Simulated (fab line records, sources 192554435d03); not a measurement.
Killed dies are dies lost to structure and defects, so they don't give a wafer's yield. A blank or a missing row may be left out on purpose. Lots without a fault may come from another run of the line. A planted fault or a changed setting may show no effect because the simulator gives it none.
Split-lot experiment | flow n5_finfet | 7 lots, 21 wafers read, on a route of 1938 steps

THE SPLIT
At N5_BEOL_M11_COAT_22 (resist thk 90 nm), the setting spin_rpm was moved away from the recipe's 1500 rpm on 7 of the 21 wafers read, by -4.1% to +10.1%. The other wafers ran this setting at the recipe's value.

FROM THE SPLIT TO THE READING: what the file shows between them, 3 steps
- N5_BEOL_M11_EBR_24
- N5_BEOL_M11_SOFTBAKE_23: time 60 s
- N5_BEOL_M11_DESCUM_33: chemistry O2, time 7.9 s

THE READING
CAR-ArF_of_BEOL_M11_COAT_22.thk_nm (the simulator's own value, which no gauge read), in nm, at N5_BEOL_M11_ETCH_65 (etches SiARC in CF4, target depth 39 nm, time 65 s). The file gives no usual value for it. The 14 wafers here that ran the recipe average 55.6 nm, standard deviation 0.83 nm.

wafer  | tool, chamber at the split | spin_rpm as run, rpm | against the recipe | CAR-ArF_of_BEOL_M11_COAT_22.thk_nm, nm | against lot-mates on the recipe
L080.2 | litho_track-01, 0          | 1500                 | recipe             | 56.6                                   | -
L080.3 | litho_track-01, 0          | 1500                 | recipe             | 56.2                                   | -
L080.4 | litho_track-01, 0          | 1652                 | +10.1%             | 52                                     | -4.4
L081.1 | litho_track-05, 0          | 1438                 | -4.1%              | 57.6                                   | +1.8
L081.4 | litho_track-05, 0          | 1438                 | -4.1%              | 57.4                                   | +1.6
L081.5 | litho_track-05, 0          | 1500                 | recipe             | 55.8                                   | -
L085.1 | litho_track-01, 0          | 1500                 | recipe             | 55.8                                   | -
L085.2 | litho_track-01, 0          | 1500                 | recipe             | 55.8                                   | -
L085.5 | litho_track-01, 0          | 1500                 | recipe             | 55.2                                   | -
L086.2 | litho_track-02, 0          | 1650                 | +10.0%             | 52                                     | -4.2
L086.4 | litho_track-02, 0          | 1500                 | recipe             | 56.2                                   | -
L086.6 | litho_track-02, 0          | 1650                 | +10.0%             | 51                                     | -5.2
L088.3 | litho_track-02, 0          | 1500                 | recipe             | 56.4                                   | -
L088.4 | litho_track-02, 0          | 1500                 | recipe             | 56.6                                   | -
L088.5 | litho_track-02, 0          | 1500                 | recipe             | 55.8                                   | -
L089.3 | litho_track-05, 0          | 1643                 | +9.5%              | 51.4                                   | -4.0
L089.4 | litho_track-05, 0          | 1643                 | +9.5%              | 51.4                                   | -4.0
L089.6 | litho_track-05, 0          | 1500                 | recipe             | 55.4                                   | -
L097.1 | litho_track-02, 0          | 1500                 | recipe             | 55.4                                   | -
L097.3 | litho_track-02, 0          | 1500                 | recipe             | 53.8                                   | -
L097.6 | litho_track-02, 0          | 1500                 | recipe             | 54                                     | -

THE FIT
A straight line over all 21 wafers: CAR-ArF_of_BEOL_M11_COAT_22.thk_nm changes by -0.418 nm for each +1% of spin_rpm; r = -0.94; the points scatter about the line by 0.75 nm.
The same after taking each lot's own level away (the mean of its wafers on the recipe; 21 wafers): -0.44 nm for each +1%; r = -0.98; scatter 0.4 nm.
On that fit, the largest move of spin_rpm shifts the reading by 4.5 nm.
The lots' own levels span 54.40 to 56.40 nm, that is 2.4 times the standard deviation above.
So the lot-to-lot level changes the slope little: the two slopes agree.
Check: with one of the wafers moved furthest among these (+10.1%) left out of the fit, the line predicts -4.5 nm for it against its lot-mates. It came out at -4.4 nm against them.

OTHER SPLITS ON THESE WAFERS
These wafers also went through other splits before the reading. Each is held against what the fit with the lots' levels taken away leaves over:
other split on the same wafers | wafers away from the commonest value | r with CAR-ArF_of_BEOL_M11_COAT_22.thk_nm (lot level and that fit taken away)
N5_BEOL_M11_ILD_DEP_00 time_s  | 10                                   | -0.07
N5_BEOL_M11_COAT_64 spin_rpm   | 7                                    | +0.42

THE WHOLE CHAIN: every reading that the file lists as answering this split, in the file's order
step                | what it does                                       | reading                                                                             | change (the file's fit)               | r (the file's)
N5_BEOL_M11_COAT_22 | resist thk 90 nm                                   | CAR-ArF_of_BEOL_M11_COAT_22.thk_nm (the simulator's own value, which no gauge read) | -0.419 nm for each +1% of the setting | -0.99
N5_BEOL_M11_ETCH_65 | etches SiARC in CF4, target depth 39 nm, time 65 s | CAR-ArF_of_BEOL_M11_COAT_22.thk_nm (the simulator's own value, which no gauge read) | -0.44 nm for each +1% of the setting  | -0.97

THE FILE'S OWN FIT
CAR-ArF_of_BEOL_M11_COAT_22.thk_nm changes by -0.44 nm for each +1% of spin_rpm, r = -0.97.
